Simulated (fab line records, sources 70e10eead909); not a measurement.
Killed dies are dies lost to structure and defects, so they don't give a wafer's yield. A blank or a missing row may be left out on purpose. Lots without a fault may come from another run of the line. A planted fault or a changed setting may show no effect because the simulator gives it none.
Chamber matching | flow nand_harc | NHARC_P_BONDPAD_STRIP_15 on rie_diel-04: 4 sister chambers
The step strips in O2. 24 wafers are shown with their chamber, then 12 later ones without.

WAFERS WITH THEIR CHAMBER
wafer  | chamber | showerhead_plenum_p_Torr (Torr) | drypump_motor_current_A (A) | oes_product_au (a.u.)
L081.1 | 3       | 3.66                            | 4.7                         | 0.996
L081.3 | 2       | 3.41                            | 4.7                         | 1.002
L081.5 | 3       | 3.66                            | 4.7                         | 1.000
L082.1 | 0       | 3.37                            | 6.0                         | 0.983
L082.3 | 3       | 3.66                            | 4.7                         | 0.990
L082.6 | 3       | 3.66                            | 4.7                         | 0.989
L082.2 | 2       | 3.41                            | 4.7                         | 0.997
L082.4 | 1       | 3.75                            | 4.8                         | 0.971
L082.5 | 0       | 3.37                            | 5.9                         | 0.993
L083.1 | 2       | 3.41                            | 4.7                         | 0.999
L083.2 | 0       | 3.37                            | 5.9                         | 0.990
L083.4 | 3       | 3.66                            | 4.7                         | 0.990
L086.2 | 1       | 3.75                            | 4.8                         | 0.984
L086.5 | 1       | 3.75                            | 4.8                         | 0.991
L086.6 | 0       | 3.37                            | 5.9                         | 0.998
L088.3 | 0       | 3.37                            | 5.9                         | 0.996
L088.5 | 3       | 3.65                            | 4.7                         | 1.003
L088.6 | 0       | 3.37                            | 5.9                         | 0.995
L090.1 | 2       | 3.41                            | 4.7                         | 1.005
L090.2 | 0       | 3.37                            | 6.0                         | 0.996
L090.6 | 0       | 3.37                            | 5.9                         | 1.004
L091.1 | 3       | 3.65                            | 4.7                         | 1.004
L091.3 | 1       | 3.75                            | 4.8                         | 0.986
L091.5 | 3       | 3.65                            | 4.7                         | 0.996

SIGNATURES (means of the wafers above)
reading                  | chamber 0 | chamber 1 | chamber 2 | chamber 3 | scatter within a chamber
showerhead_plenum_p_Torr | 3.3700    | 3.7500    | 3.4100    | 3.6562    | 0.00306
drypump_motor_current_A  | 5.925     | 4.800     | 4.700     | 4.700     | 0.0274
oes_product_au           | 0.99438   | 0.98300   | 1.00075   | 0.99600   | 0.00619
Rule: a wafer's distance from a chamber is the root of the sum, over the readings, of the square of ((its reading less the chamber's mean) divided by the reading's scatter). The wafer belongs to the nearest chamber; if the next one is less than 2 further off, it can't be placed. The scatter: the root of (the sum of the squares of (reading less its chamber's mean) over the shown wafers, divided by (wafers less chambers)).

WAFERS WITHOUT THEIR CHAMBER
wafer  | showerhead_plenum_p_Torr (Torr) | drypump_motor_current_A (A) | oes_product_au (a.u.)
L091.2 | 3.41                            | 4.7                         | 0.988
L091.4 | 3.37                            | 5.9                         | 0.995
L091.6 | 3.37                            | 5.9                         | 1.000
L092.2 | 3.65                            | 4.7                         | 1.005
L092.3 | 3.75                            | 4.8                         | 0.981
L092.4 | 3.37                            | 5.9                         | 1.008
L092.1 | 3.41                            | 4.6                         | 1.004
L092.5 | 3.41                            | 4.6                         | 0.998
L092.6 | 3.75                            | 4.8                         | 0.989
L093.2 | 3.65                            | 4.7                         | 0.996
L093.5 | 3.41                            | 4.7                         | 1.001
L093.6 | 3.75                            | 4.8                         | 0.983

WHICH CHAMBER EACH WENT THROUGH
wafer  | from the rows above | in truth
L091.2 | 2                   | 2
L091.4 | 0                   | 0
L091.6 | 0                   | 0
L092.2 | 3                   | 3
L092.3 | 1                   | 1
L092.4 | 0                   | 0
L092.1 | 2                   | 2
L092.5 | 2                   | 2
L092.6 | 1                   | 1
L093.2 | 3                   | 3
L093.5 | 2                   | 2
L093.6 | 1                   | 1
Placed correctly: 12 of 12. Can't be placed from these rows: 0. Placed wrongly: 0.
